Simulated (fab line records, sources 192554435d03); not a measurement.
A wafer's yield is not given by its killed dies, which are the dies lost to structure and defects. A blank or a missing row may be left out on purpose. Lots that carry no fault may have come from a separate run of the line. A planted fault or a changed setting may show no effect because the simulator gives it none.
One fault through the eyes of 2 desks    flow n5Finfet    each desk has only its own numbers; what lay behind them comes last

== THE TOOL OWNER'S DESK: rieDiel-04 ==
The tool's own readings at N5_BEOL_M11_VIA_ETCH_34 (etches SiCOH lowk in C4F6/O2, target depth 184.5 nm, time 69.2 s): means of the sampled wafers that have a number, for each lot that ran on this tool. Any lot whose mean is over 4 standard deviations away from the usual mean is out of limits and marked OUT; that distance is given in the brackets.
Columns: A = drypumpMotorCurrentA at N5_BEOL_M11_VIA_ETCH_34, usual 5.5 A; B = oesProductAu at N5_BEOL_M11_VIA_ETCH_34, usual 0.77 a.u.; C = rfVppV at N5_BEOL_M11_VIA_ETCH_34, usual 665 V; D = showerheadPlenumPTorr at N5_BEOL_M11_VIA_ETCH_34, usual 2.86 Torr; E = throttleValvePct at N5_BEOL_M11_VIA_ETCH_34, usual 20.96 %
lot   first seen here  A    B     C    D     E
L608  day 10 21:10     5.0  0.82  679  2.80  21.01
L617  day 13 18:01     5.7  0.64  660  2.92  20.88
L618  day 13 21:56     5.6  0.69  661  2.90  20.89
L620  day 14 02:57     5.1  0.73  675  2.80  21.01
L624  day 16 18:26     5.1  0.79  678  2.79  21.09
L627  day 17 04:26     5.8  0.72  663  2.90  20.94
L628  day 18 02:45     5.0  0.79  693  2.75  21.14
Finding of this desk: none of the 7 lots has anything out of limits.

== FROM THE METROLOGY DESK ==
Lot by lot, what the gauges showed, no matter which tool ran the lot: averages of those sampled wafers that carry a number. Any lot whose mean is over 4 standard deviations away from the usual mean is out of limits and marked OUT; that distance is given in the brackets. Of its 10 readings 7 are shown: those that lie furthest out on some lot.
Columns: A = DIBL_N at N5_BEOL_M4_RC_MEAS_101, usual 36.3 mV/V; B = DIBL_P at N5_BEOL_M4_RC_MEAS_101, usual 36.0 mV/V; C = IOFF_N at N5_BEOL_M4_RC_MEAS_101, usual 0.16 nA/um; D = ION_P at N5_BEOL_M4_RC_MEAS_101, usual 462 uA/um; E = SS_N at N5_BEOL_M4_RC_MEAS_101, usual 71.7 mV/dec; F = SS_P at N5_BEOL_M4_RC_MEAS_101, usual 73.3 mV/dec; G = VT_P at N5_BEOL_M4_RC_MEAS_101, usual -249 mV
lot   first seen here  A     B     C     D    E     F     G
L607  day 8 11:30      36.4  36.4  0.18  465  71.4  73.3  -250
L608  day 8 12:30      34.8  34.5  0.14  464  71.5  73.3  -248
L617  day 11 03:35     36.2  36.2  0.17  452  72.1  73.3  -251
L620  day 11 09:59     32.2  32.5  0.12  464  70.7  72.4  -247
L618  day 11 12:07     36.3  35.5  0.14  457  72.3  73.5  -248
L622  day 12 05:41     36.5  36.2  0.16  452  71.9  73.0  -252
L624  day 14 01:11     36.4  37.8  0.18  473  71.3  73.6  -245
L627  day 14 04:40     38.8  37.5  0.21  454  73.0  73.6  -251
L628  day 14 21:55     35.0  35.5  0.13  452  71.3  72.7  -253
L626  day 15 06:28     33.6  35.1  0.14  468  70.9  72.8  -251
Finding of this desk: none of the 10 lots has anything out of limits.

== TAKEN TOGETHER ==
The desk of the tool owner found nothing out of limits.
The metrology desk saw nothing out of limits.

== WHAT THE SIMULATOR HAD PUT IN ==
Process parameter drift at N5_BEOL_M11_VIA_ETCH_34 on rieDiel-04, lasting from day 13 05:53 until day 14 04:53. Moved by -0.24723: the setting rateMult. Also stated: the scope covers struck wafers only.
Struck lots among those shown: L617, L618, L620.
